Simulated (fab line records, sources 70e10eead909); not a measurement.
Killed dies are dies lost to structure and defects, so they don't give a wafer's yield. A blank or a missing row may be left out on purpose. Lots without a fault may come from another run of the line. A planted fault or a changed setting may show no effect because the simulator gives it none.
Chamber matching | flow nand_harc | NHARC_A_STAIRCASE_DEP_156 on pecvd-02: 3 sister chambers
The step deposits SiNx, target thk 50 nm. 5 wafers are shown with their chamber, then 8 later ones without.

WAFERS WITH THEIR CHAMBER
wafer  | chamber | heater_power_w (W)
L074.6 | 1       | 794
L081.2 | 0       | 726
L081.4 | 2       | 552
L081.6 | 0       | 723
L084.1 | 2       | 634

WAFERS WITHOUT THEIR CHAMBER
wafer  | heater_power_w (W)
L084.2 | 679
L084.6 | 662
L090.1 | 739
L090.2 | 619
L090.3 | 747
L090.4 | 647
L090.5 | 758
L090.6 | 725

WHICH CHAMBER EACH WENT THROUGH
wafer  | from the rows above          | in truth
L084.2 | can't be placed: 0 or 2 or 1 | 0
L084.6 | can't be placed: 0 or 2 or 1 | 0
L090.1 | can't be placed: 0 or 1      | 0
L090.2 | can't be placed: 2 or 0      | 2
L090.3 | can't be placed: 0 or 1      | 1
L090.4 | can't be placed: 2 or 0      | 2
L090.5 | can't be placed: 0 or 1      | 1
L090.6 | can't be placed: 0 or 1      | 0
Placed correctly: 0 of 8. Can't be placed from these rows: 8 (the true chamber is among the candidates in 8). Placed wrongly: 0.
How it was worked out, from the rows above alone: a wafer's distance from a chamber is the root of the sum, over the readings, of the square of ((its reading less the chamber's mean) divided by the reading's scatter). The wafer belongs to the nearest chamber; if the next one is less than 2 further off, it can't be placed. A chamber's mean is the mean of its shown wafers. The scatter: the root of (the sum of the squares of (reading less its chamber's mean) over the shown wafers, divided by (wafers less chambers)).
